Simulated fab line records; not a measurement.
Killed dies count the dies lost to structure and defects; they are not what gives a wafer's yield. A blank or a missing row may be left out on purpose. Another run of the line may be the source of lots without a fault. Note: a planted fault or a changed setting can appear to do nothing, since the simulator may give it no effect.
Split-lot experiment :: flow n5 finfet :: on a route of 1938 steps: 7 lots, 39 wafers read

== SPLIT DETAILS ==
At N5_MOL_CONTACT_COAG_ALD_20 (deposits TiN, target thk 1.5 nm, pulse time 1 s, purge time 3 s), the setting ald cycles was moved away from the recipe's 68 on 15 of the 39 wafers read, by -50.0% to +55.9%. All remaining wafers had this setting at the recipe value.

The split's own step is where the reading is taken.

== THE READING ==
TiN_of_MOL_CONTACT_COAG_ALD_20.thk nm (the simulator's own value, which no gauge read), in nm, at N5_MOL_CONTACT_COAG_ALD_20 (deposits TiN, target thk 1.5 nm, pulse time 1 s, purge time 3 s). There is no usual value for it anywhere in the file. Across the 24 wafers here that went through the recipe, the average is 1.5 nm and the standard deviation 0.1 nm.

wafer: L075.1
tool, chamber at the split: ald metal-04, 1,0,0
ald cycles as run: 106
against the recipe: +55.9%
TiN_of_MOL_CONTACT_COAG_ALD_20.thk nm, nm: 2.4
against lot-mates on the recipe: +0.9

wafer: L075.2
tool, chamber at the split: ald metal-04, 1,0,0
ald cycles as run: 106
against the recipe: +55.9%
TiN_of_MOL_CONTACT_COAG_ALD_20.thk nm, nm: 2.4
against lot-mates on the recipe: +0.9

wafer: L075.6
tool, chamber at the split: ald metal-04, 1,0,0
ald cycles as run: 106
against the recipe: +55.9%
TiN_of_MOL_CONTACT_COAG_ALD_20.thk nm, nm: 2.4
against lot-mates on the recipe: +0.9

wafer: L075.3
tool, chamber at the split: ald metal-04, 2,3
ald cycles as run: 68
against the recipe: recipe
TiN_of_MOL_CONTACT_COAG_ALD_20.thk nm, nm: 1.4
against lot-mates on the recipe: -

wafer: L075.5
tool, chamber at the split: ald metal-04, 2,3
ald cycles as run: 68
against the recipe: recipe
TiN_of_MOL_CONTACT_COAG_ALD_20.thk nm, nm: 1.4
against lot-mates on the recipe: -

wafer: L075.4
tool, chamber at the split: ald metal-04, 3
ald cycles as run: 68
against the recipe: recipe
TiN_of_MOL_CONTACT_COAG_ALD_20.thk nm, nm: 1.6
against lot-mates on the recipe: -

wafer: L077.1
tool, chamber at the split: ald metal-04, 2,0,1
ald cycles as run: 99
against the recipe: +45.6%
TiN_of_MOL_CONTACT_COAG_ALD_20.thk nm, nm: 2.2
against lot-mates on the recipe: +0.7

wafer: L077.3
tool, chamber at the split: ald metal-04, 2,0,1
ald cycles as run: 99
against the recipe: +45.6%
TiN_of_MOL_CONTACT_COAG_ALD_20.thk nm, nm: 2.2
against lot-mates on the recipe: +0.7

wafer: L077.6
tool, chamber at the split: ald metal-04, 2,0,1
ald cycles as run: 99
against the recipe: +45.6%
TiN_of_MOL_CONTACT_COAG_ALD_20.thk nm, nm: 2.2
against lot-mates on the recipe: +0.7

wafer: L077.2
tool, chamber at the split: ald metal-04, 1,3
ald cycles as run: 68
against the recipe: recipe
TiN_of_MOL_CONTACT_COAG_ALD_20.thk nm, nm: 1.4
against lot-mates on the recipe: -

wafer: L077.4
tool, chamber at the split: ald metal-04, 1,3
ald cycles as run: 68
against the recipe: recipe
TiN_of_MOL_CONTACT_COAG_ALD_20.thk nm, nm: 1.4
against lot-mates on the recipe: -

wafer: L077.5
tool, chamber at the split: ald metal-04, 2
ald cycles as run: 68
against the recipe: recipe
TiN_of_MOL_CONTACT_COAG_ALD_20.thk nm, nm: 1.6
against lot-mates on the recipe: -

wafer: L080.1
tool, chamber at the split: ald metal-04, 0,3,2,1,1,2
ald cycles as run: 68
against the recipe: recipe
TiN_of_MOL_CONTACT_COAG_ALD_20.thk nm, nm: 1.6
against lot-mates on the recipe: -

wafer: L080.2
tool, chamber at the split: ald metal-04, 0,3,2,1,1,2
ald cycles as run: 68
against the recipe: recipe
TiN_of_MOL_CONTACT_COAG_ALD_20.thk nm, nm: 1.6
against lot-mates on the recipe: -

wafer: L080.3
tool, chamber at the split: ald metal-04, 0,3,2,1,1,2
ald cycles as run: 68
against the recipe: recipe
TiN_of_MOL_CONTACT_COAG_ALD_20.thk nm, nm: 1.6
against lot-mates on the recipe: -

wafer: L080.4
tool, chamber at the split: ald metal-04, 0,3,2,1,1,2
ald cycles as run: 68
against the recipe: recipe
TiN_of_MOL_CONTACT_COAG_ALD_20.thk nm, nm: 1.6
against lot-mates on the recipe: -

wafer: L080.5
tool, chamber at the split: ald metal-04, 0,3,2,1,1,2
ald cycles as run: 68
against the recipe: recipe
TiN_of_MOL_CONTACT_COAG_ALD_20.thk nm, nm: 1.6
against lot-mates on the recipe: -

wafer: L080.6
tool, chamber at the split: ald metal-04, 0,3,2,1,1,2
ald cycles as run: 68
against the recipe: recipe
TiN_of_MOL_CONTACT_COAG_ALD_20.thk nm, nm: 1.6
against lot-mates on the recipe: -

wafer: L081.1
tool, chamber at the split: ald metal-04, 3,0,2
ald cycles as run: 68
against the recipe: recipe
TiN_of_MOL_CONTACT_COAG_ALD_20.thk nm, nm: 1.6
against lot-mates on the recipe: -

wafer: L081.4
tool, chamber at the split: ald metal-04, 3,0,2
ald cycles as run: 68
against the recipe: recipe
TiN_of_MOL_CONTACT_COAG_ALD_20.thk nm, nm: 1.6
against lot-mates on the recipe: -

wafer: L081.5
tool, chamber at the split: ald metal-04, 3,0,2
ald cycles as run: 68
against the recipe: recipe
TiN_of_MOL_CONTACT_COAG_ALD_20.thk nm, nm: 1.6
against lot-mates on the recipe: -

wafer: L081.2
tool, chamber at the split: ald metal-04, 1,2,1
ald cycles as run: 34
against the recipe: -50.0%
TiN_of_MOL_CONTACT_COAG_ALD_20.thk nm, nm: 0.8
against lot-mates on the recipe: -0.8

wafer: L081.3
tool, chamber at the split: ald metal-04, 1,2,1
ald cycles as run: 34
against the recipe: -50.0%
TiN_of_MOL_CONTACT_COAG_ALD_20.thk nm, nm: 0.8
against lot-mates on the recipe: -0.8

wafer: L081.6
tool, chamber at the split: ald metal-04, 1,2,1
ald cycles as run: 34
against the recipe: -50.0%
TiN_of_MOL_CONTACT_COAG_ALD_20.thk nm, nm: 0.8
against lot-mates on the recipe: -0.8

wafer: L086.1
tool, chamber at the split: ald metal-02, 0,3
ald cycles as run: 68
against the recipe: recipe
TiN_of_MOL_CONTACT_COAG_ALD_20.thk nm, nm: 1.4
against lot-mates on the recipe: -

wafer: L086.4
tool, chamber at the split: ald metal-02, 0,3
ald cycles as run: 68
against the recipe: recipe
TiN_of_MOL_CONTACT_COAG_ALD_20.thk nm, nm: 1.4
against lot-mates on the recipe: -

wafer: L086.2
tool, chamber at the split: ald metal-02, 2,2,1
ald cycles as run: 82
against the recipe: +20.6%
TiN_of_MOL_CONTACT_COAG_ALD_20.thk nm, nm: 1.8
against lot-mates on the recipe: +0.3

wafer: L086.5
tool, chamber at the split: ald metal-02, 2,2,1
ald cycles as run: 82
against the recipe: +20.6%
TiN_of_MOL_CONTACT_COAG_ALD_20.thk nm, nm: 1.8
against lot-mates on the recipe: +0.3

wafer: L086.6
tool, chamber at the split: ald metal-02, 2,2,1
ald cycles as run: 82
against the recipe: +20.6%
TiN_of_MOL_CONTACT_COAG_ALD_20.thk nm, nm: 1.8
against lot-mates on the recipe: +0.3

wafer: L086.3
tool, chamber at the split: ald metal-02, 1
ald cycles as run: 68
against the recipe: recipe
TiN_of_MOL_CONTACT_COAG_ALD_20.thk nm, nm: 1.6
against lot-mates on the recipe: -

wafer: L089.2
tool, chamber at the split: ald metal-01, 0,2,0
ald cycles as run: 68
against the recipe: recipe
TiN_of_MOL_CONTACT_COAG_ALD_20.thk nm, nm: 1.4
against lot-mates on the recipe: -

wafer: L089.4
tool, chamber at the split: ald metal-01, 0,2,0
ald cycles as run: 68
against the recipe: recipe
TiN_of_MOL_CONTACT_COAG_ALD_20.thk nm, nm: 1.4
against lot-mates on the recipe: -

wafer: L089.5
tool, chamber at the split: ald metal-01, 0,2,0
ald cycles as run: 68
against the recipe: recipe
TiN_of_MOL_CONTACT_COAG_ALD_20.thk nm, nm: 1.4
against lot-mates on the recipe: -

wafer: L091.1
tool, chamber at the split: ald metal-01, 3,2,0
ald cycles as run: 68
against the recipe: recipe
TiN_of_MOL_CONTACT_COAG_ALD_20.thk nm, nm: 1.4
against lot-mates on the recipe: -

wafer: L091.4
tool, chamber at the split: ald metal-01, 3,2,0
ald cycles as run: 68
against the recipe: recipe
TiN_of_MOL_CONTACT_COAG_ALD_20.thk nm, nm: 1.4
against lot-mates on the recipe: -

wafer: L091.5
tool, chamber at the split: ald metal-01, 3,2,0
ald cycles as run: 68
against the recipe: recipe
TiN_of_MOL_CONTACT_COAG_ALD_20.thk nm, nm: 1.4
against lot-mates on the recipe: -

wafer: L091.2
tool, chamber at the split: ald metal-01, 1,0,1
ald cycles as run: 50
against the recipe: -26.5%
TiN_of_MOL_CONTACT_COAG_ALD_20.thk nm, nm: 1
against lot-mates on the recipe: -0.4

wafer: L091.3
tool, chamber at the split: ald metal-01, 1,0,1
ald cycles as run: 50
against the recipe: -26.5%
TiN_of_MOL_CONTACT_COAG_ALD_20.thk nm, nm: 1
against lot-mates on the recipe: -0.4

wafer: L091.6
tool, chamber at the split: ald metal-01, 1,0,1
ald cycles as run: 50
against the recipe: -26.5%
TiN_of_MOL_CONTACT_COAG_ALD_20.thk nm, nm: 1
against lot-mates on the recipe: -0.4
Where a row lists several chambers, the file gives one row for several wafers and doesn't say which wafer went through which chamber.

THE FIT
A straight line over all 39 wafers: TiN_of_MOL_CONTACT_COAG_ALD_20.thk nm changes by +0.0155 nm for each +1% of ald cycles; r = +0.98; the points scatter about the line by 0.088 nm.
The same after taking each lot's own level away (the mean of its wafers on the recipe; 39 wafers): +0.0162 nm for each +1%; r = +0.99; scatter 0.048 nm.
That fit puts the effect of the largest move of ald cycles on the reading at 0.9 nm.
The span of the lots' own levels, 1.40 to 1.60 nm, comes to 2.0 times the standard deviation stated above.
The two slopes agree, so the slope changes little with the lot-to-lot level.
Check: with one of the wafers moved furthest among these (+55.9%) left out of the fit, the line predicts +0.905 nm for it against its lot-mates. Against them it came out at +0.933 nm.

== OTHER SPLITS ON THESE WAFERS ==
Other splits were also applied to these wafers ahead of the reading. Each is held against what the fit with the lots' levels taken away leaves over:
other split on the same wafers: N5_ZERO_LAYER_DEVELOP_10 develop time s
wafers away from the commonest value: 12
r with TiN_of_MOL_CONTACT_COAG_ALD_20.thk nm (lot level and that fit taken away): -0.03

other split on the same wafers: N5_DUMMY_GATE_HM_DEP_06 time s
wafers away from the commonest value: 33
r with TiN_of_MOL_CONTACT_COAG_ALD_20.thk nm (lot level and that fit taken away): +0.12

other split on the same wafers: N5_SD_EPI_N_EPI_21 time s
wafers away from the commonest value: 15
r with TiN_of_MOL_CONTACT_COAG_ALD_20.thk nm (lot level and that fit taken away): +0.06

== FILE'S OWN FIT ==
TiN_of_MOL_CONTACT_COAG_ALD_20.thk nm changes by +0.0162 nm for each +1% of ald cycles, r = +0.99.
